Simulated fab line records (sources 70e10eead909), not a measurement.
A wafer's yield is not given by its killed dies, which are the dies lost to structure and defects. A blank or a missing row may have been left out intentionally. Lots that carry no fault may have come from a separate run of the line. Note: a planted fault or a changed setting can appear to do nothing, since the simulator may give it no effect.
Problem report in the 8D (eight disciplines) form, filled by code || flow nand_harc || the parts of the form that need people (team, actions taken, sign-off) are left out

1. WHAT WENT WRONG
At NHARC_END_SORT_01, killed_at_array averages 633 over 6 wafers from 2 lots, while fault-free wafers read 57, standard deviation 18. Measured from the usual mean, that is +32 standard deviations.
Earliest sighting: wafer L130.1 on prober-01 at day 30 18:09. At this step, 36 wafers from 12 lots have a number in the record. The rule behind "out" and "out of limits": a value lying over 4 standard deviations away from the usual mean. Any other wafer with a number is counted as sound.

2. WHAT IT IS, AND WHAT IT ISN'T
{"question": "which readings at this step", "is": "killed_at_array, killed_dies", "is not": "killed_at_other, killed_at_periphery, killed_open, killed_short"}
{"question": "which lots", "is": "L128, L130", "is not": "L114, L116, L119, L120, L123, L124, L125, L126, L131, L137"}
{"question": "which wafers of those lots", "is": "all that have a number", "is not": "-"}
{"question": "read on which gauges", "is": "prober-01, prober-02", "is not": "-"}
{"question": "when", "is": "from day 30 18:09", "is not": "up to then (27 sound wafers); but 3 sound wafers of L137 came after"}

3. THE SUSPECTS, EACH WITH WHAT RULES IT OUT
Counting: a tool at any process step up to the reading remains a suspect when it ran all the lots that are out and ran no sound lot after the first of those.
- the gauge at NHARC_END_SORT_01: ruled out. Those wafers that are out were read across 2 gauges (prober-01, prober-02).
- rie_si-02 at NHARC_A_CHANNEL_FILL_D2_ETCHBACK_19 (etches the open film in HBr/Cl2, target depth 5 nm, time 1.7 s): ruled out as a lasting fault. Sound lots L137 ran on it after its first lot that is out, L128 (day 21 04:38).
- ald_hk-03 at NHARC_A_CHANNEL_FILL_D2_ALD_25 (deposits SiOx, target thk 60 nm, pulse time 10 s, ald cycles 600): ruled out as a lasting fault. Sound lots L137 ran on it after its first lot that is out, L128 (day 21 16:05).
Left after counting: nothing in the record.

4. THE CAUSE (what the simulator had put in)
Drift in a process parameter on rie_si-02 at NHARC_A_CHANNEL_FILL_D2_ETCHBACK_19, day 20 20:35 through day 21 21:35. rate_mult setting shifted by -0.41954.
It was ruled out by counting, in error; the rule expects a fault to strike all lots run on its tool from its start on, and this fault did not.

5. SEQUENCE OF EFFECTS, ordered by route
Each row: a reading where the mean over the struck wafers with a number is more than 3 standard deviations away from the usual. Only readings whose record carries a usual standard deviation are examined. hours: median over the lots of the time between each lot's start at the first step of this table that gives one and its start at this step. sigmas: the change, counted in usual standard deviations.
{"hours": 0, "step": "NHARC_A_CHANNEL_FILL_D2_ETCHBACK_19", "reading": "oes_product_au", "usual": "1.001 a.u.", "on struck wafers": 0.741, "change": -0.260, "sigmas": -24}
{"hours": 227, "step": "NHARC_END_SORT_01", "reading": "killed_at_array", "usual": 57, "on struck wafers": 633, "change": "+576", "sigmas": "+32"}
{"hours": 227, "step": "NHARC_END_SORT_01", "reading": "killed_dies", "usual": 62, "on struck wafers": 638, "change": "+576", "sigmas": "+32"}
Process steps it contains:
- NHARC_A_CHANNEL_FILL_D2_ETCHBACK_19: etches the open film in HBr/Cl2, target depth 5 nm, time 1.7 s.

6. HOW IT WOULD HAVE BEEN CAUGHT EARLIER
238 hours passed between the start of the fault at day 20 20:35 and the first reading out of limits at a measuring or inspecting step in this record, taken at day 30 18:09.
The tool's own readings at NHARC_A_CHANNEL_FILL_D2_ETCHBACK_19 were out on every struck wafer that the step has a row for (oes_product_au): an alarm limit on them would have fired on the first of those.
